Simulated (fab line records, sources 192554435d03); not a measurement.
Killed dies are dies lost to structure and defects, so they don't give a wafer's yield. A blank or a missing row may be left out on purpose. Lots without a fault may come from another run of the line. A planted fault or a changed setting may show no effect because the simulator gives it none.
Tool commonality check | flow n5_finfet | 10 lots, 30 wafers sampled

WHY IT WAS OPENED
At N5_MIM_BOT_LITHO_OVL_MEAS_11 the reading MIM_BOT_OVL is flagged on 2 of 10 lots. Wafers without a fault read 0 nm, standard deviation 5.2.
Rule: a lot is flagged when every wafer of it that has a number lies more than 4 standard deviations from that mean, or none has a number. The other lots count as sound.

lot  | measured     | on         | MIM_BOT_OVL (nm), wafer by wafer | flag
L187 | day 12 01:28 | overlay-02 | 2 -3 3                           |
L190 | day 12 11:14 | overlay-02 | 1 -4 -6                          |
L191 | day 12 11:30 | overlay-01 | 4 4 2                            |
L192 | day 12 21:13 | overlay-01 | 2 8 5                            |
L193 | day 12 21:32 | overlay-02 | 10 5 3                           |
L197 | day 14 23:17 | overlay-01 | 12 3 10                          |
L199 | day 15 00:19 | overlay-01 | 1 3 2                            |
L200 | day 15 08:17 | overlay-01 | -5 -8 -2                         |
L208 | day 17 13:14 | overlay-01 | 186 181 180                      | FLAGGED
L209 | day 17 17:13 | overlay-02 | 176 178 169                      | FLAGGED
The numbers of the flagged lots are 178 nm on average: +178 nm against the usual, or +34 standard deviations.

WHICH TOOL RAN EACH LOT
The record holds 3 process steps before the reading, out of a route of 1938 steps. In each cell: the tool, then ch and the chambers that the sampled wafers went through, then the start.
lot  | flag    | N5_BEOL_M15_DESCUM_15              | N5_BEOL_M15_STRIP_62                          | N5_MIM_BOT_LITHO_EXPOSE_05
L187 |         | rie_diel-06 ch 0,1,2, day 11 06:16 | rie_diel-02 ch 0,1,3, day 12 01:16 or earlier | krf_scanner-02 ch 0, day 12 01:16
L190 |         | rie_diel-02 ch 1,3, day 11 21:09   | rie_diel-05 ch 1,2, day 12 11:02 or earlier   | krf_scanner-02 ch 0, day 12 11:02
L191 |         | rie_diel-06 ch 2,3, day 12 01:43   | rie_diel-02 ch 0,2,3, day 12 11:18 or earlier | krf_scanner-01 ch 0, day 12 11:18
L192 |         | rie_diel-02 ch 2,3, day 12 11:09   | rie_diel-06 ch 1,2,3, day 12 21:01 or earlier | krf_scanner-02 ch 0, day 12 21:01
L193 |         | rie_diel-05 ch 0,1,3, day 12 14:07 | rie_diel-05 ch 1,2,3, day 12 21:20 or earlier | krf_scanner-02 ch 0, day 12 21:20
L197 |         | rie_diel-02 ch 0,1,2, day 14 14:17 | rie_diel-02 ch 0,1,3, day 14 23:05 or earlier | krf_scanner-01 ch 0, day 14 23:05
L199 |         | rie_diel-05 ch 1,2, day 14 15:07   | rie_diel-06 ch 0,2,3, day 15 00:07 or earlier | krf_scanner-01 ch 0, day 15 00:07
L200 |         | rie_diel-05 ch 2,3, day 14 20:10   | rie_diel-02 ch 1,2,3, day 15 08:05 or earlier | krf_scanner-01 ch 0, day 15 08:05
L208 | FLAGGED | rie_diel-05 ch 0,1,3, day 17 01:19 | rie_diel-02 ch 0,1,3, day 17 13:02 or earlier | krf_scanner-01 ch 0, day 17 13:02
L209 | FLAGGED | rie_diel-02 ch 0,2,3, day 17 07:56 | rie_diel-06 ch 1,2,3, day 17 17:01 or earlier | krf_scanner-01 ch 0, day 17 17:01
What these steps do:
- N5_BEOL_M15_DESCUM_15: chemistry O2, time 7.9 s.
- N5_BEOL_M15_STRIP_62: strips in O2.
- N5_MIM_BOT_LITHO_EXPOSE_05: exposes mask MIM BOT.
- N5_MIM_BOT_LITHO_OVL_MEAS_11

FLAGGED OVER TOTAL, TOOL BY TOOL (the gauges that took the reading come last)
step                         | tool           | lots run | flagged | share of the flagged lots | sound lots run after its first flagged lot
N5_BEOL_M15_DESCUM_15        | rie_diel-02    | 4        | 1       | some                      | 0
N5_BEOL_M15_DESCUM_15        | rie_diel-05    | 4        | 1       | some                      | 0
N5_BEOL_M15_DESCUM_15        | rie_diel-06    | 2        | 0       | none                      | -
N5_BEOL_M15_STRIP_62         | rie_diel-02    | 5        | 1       | some                      | 0
N5_BEOL_M15_STRIP_62         | rie_diel-05    | 2        | 0       | none                      | -
N5_BEOL_M15_STRIP_62         | rie_diel-06    | 3        | 1       | some                      | 0
N5_MIM_BOT_LITHO_EXPOSE_05   | krf_scanner-01 | 6        | 2       | all                       | 0
N5_MIM_BOT_LITHO_EXPOSE_05   | krf_scanner-02 | 4        | 0       | none                      | -
N5_MIM_BOT_LITHO_OVL_MEAS_11 | overlay-01     | 6        | 1       | some                      | 0
N5_MIM_BOT_LITHO_OVL_MEAS_11 | overlay-02     | 4        | 1       | some                      | 0
N5_BEOL_M15_STRIP_62 gives no start for some lots, so the hours and the order of its lots are those of N5_MIM_BOT_LITHO_EXPOSE_05.

WHAT THE TABLE ALLOWS
1 row of the table ran every flagged lot: krf_scanner-01 at N5_MIM_BOT_LITHO_EXPOSE_05.
- krf_scanner-01 at N5_MIM_BOT_LITHO_EXPOSE_05: 2 of its 6 lots flagged. Its last sound lot is L200 (day 15 08:05), its first flagged lot L208 (day 17 13:02): a fault that began between those two fits.
One tool is left: krf_scanner-01 at N5_MIM_BOT_LITHO_EXPOSE_05.

WHAT THE SIMULATOR HAD PUT IN
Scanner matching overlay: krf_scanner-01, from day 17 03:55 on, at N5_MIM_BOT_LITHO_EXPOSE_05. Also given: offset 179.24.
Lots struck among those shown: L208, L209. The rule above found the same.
